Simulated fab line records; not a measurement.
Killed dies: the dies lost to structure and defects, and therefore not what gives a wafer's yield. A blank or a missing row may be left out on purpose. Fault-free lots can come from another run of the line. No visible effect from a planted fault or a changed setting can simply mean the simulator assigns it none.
The tool behind it: which one? / flow n5-finfet / at 1 step of a route of 1938, 12 lots with 36 wafers sampled

== WHAT THE GAUGES READ, wafer by wafer ==
N5_BEOL_M2_OVL_MEAS_12.
lot=L076; measured=day 6 17:21; on=overlay-01; M2_OVL (nm)=-0.6 -0.2 -0.4
lot=L077; measured=day 7 09:16; on=overlay-02; M2_OVL (nm)=0.7 0.4 0.2
lot=L079; measured=day 8 03:28; on=overlay-02; M2_OVL (nm)=-0.1 1.3 1.2
lot=L083; measured=day 8 19:43; on=overlay-02; M2_OVL (nm)=-0.2 -0.1 0.0
lot=L081; measured=day 9 03:40; on=overlay-02; M2_OVL (nm)=-0.3 -0.9 -1.0
lot=L085; measured=day 9 04:56; on=overlay-02; M2_OVL (nm)=-1.1 -1.0 -1.4
lot=L089; measured=day 10 06:10; on=overlay-01; M2_OVL (nm)=-0.1 0.2 -0.8
lot=L088; measured=day 10 09:25; on=overlay-01; M2_OVL (nm)=0.7 0.7 0.4
lot=L091; measured=day 10 23:16; on=overlay-02; M2_OVL (nm)=0.0 0.3 0.5
lot=L093; measured=day 11 10:09; on=overlay-01; M2_OVL (nm)=-0.3 -0.7 -0.2
lot=L095; measured=day 11 22:06; on=overlay-01; M2_OVL (nm)=0.2 0.9 0.8
lot=L096; measured=day 12 08:49; on=overlay-02; M2_OVL (nm)=0.9 0.7 0.4

== WHAT TOOL EACH LOT RAN ON (gives the tool, then ch and the chambers of the sampled wafers, and finally the start) ==
Before these readings, the record contains no process step.

== THE ANSWER, worked out from the rows above alone ==
Rule: the usual values come from the lots themselves. The widest of any qualifying gaps counts: lots, ordered by their means at a reading, are off when they make up no more than a third of the lots, leave a main group of 4 or more, and stand apart from it by 3 or more times the standard deviation of that group's means. A main group is skipped when, at the precision printed for the reading in the tables above, its means are all equal. Also off: a lot with no number at a reading for which 4 or more lots have one. Any other lot the step has rows for is counted as sound.
Nothing can be told from this: no lot is off at any reading shown.

== WHAT WAS PUT IN BY THE SIMULATOR ==
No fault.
